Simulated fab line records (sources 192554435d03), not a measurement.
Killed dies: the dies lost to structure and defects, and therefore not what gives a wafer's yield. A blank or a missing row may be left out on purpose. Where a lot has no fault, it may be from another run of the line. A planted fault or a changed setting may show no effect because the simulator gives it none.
Matching of chambers ; flow n5 finfet ; N5_BEOL_M7_CURE_74 on uv cure-02: 3 sister chambers
The step cures SiCOH lowk, time 240 s. 6 wafers are shown with their chamber, then 10 later ones without.

WAFERS WITH THEIR CHAMBER
wafer;chamber;wafer_temp_C_max;lamp power pct (%)
L084.4;2;388.3;52.22
L084.6;2;387.4;52.31
L087.4;1;387.0;52.32
L087.5;1;386.8;52.22
L093.1;0;389.0;52.30
L093.4;0;388.1;52.28

WAFERS WHOSE CHAMBER IS MISSING
wafer;wafer_temp_C_max;lamp power pct (%)
L093.5;387.2;52.35
L095.2;386.7;52.35
L095.4;387.3;52.36
L095.6;387.4;52.40
L096.3;387.4;52.24
L096.4;388.2;52.19
L096.5;387.4;52.29
L097.4;387.6;52.31
L097.5;388.7;52.25
L097.6;388.6;52.39

CHAMBER TAKEN BY EACH
wafer;from the rows above;in truth
L093.5;can't be placed: 1 or 2 or 0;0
L095.2;can't be placed: 1 or 2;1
L095.4;can't be placed: 1 or 2 or 0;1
L095.6;can't be placed: 1 or 2 or 0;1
L096.3;can't be placed: 2 or 1 or 0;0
L096.4;can't be placed: 2 or 0 or 1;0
L096.5;can't be placed: 2 or 1 or 0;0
L097.4;can't be placed: 2 or 1 or 0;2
L097.5;can't be placed: 0 or 2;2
L097.6;can't be placed: 0 or 2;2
Correct placement for 0 of the 10. Can't be placed from these rows: 10 (the true chamber is among the candidates in 10). Number placed wrongly: 0.
How it was worked out, from the rows above alone: a wafer's distance from a chamber is the root of the sum, over the readings, of the square of ((its reading less the chamber's mean) divided by the reading's scatter). The wafer belongs to the nearest chamber; if the next one is less than 2 further off, it can't be placed. The mean given for a chamber averages the wafers shown for that chamber. The scatter is the square root of a quotient: the sum, over the shown wafers, of each reading's squared deviation from its chamber's mean, divided by wafers minus chambers.
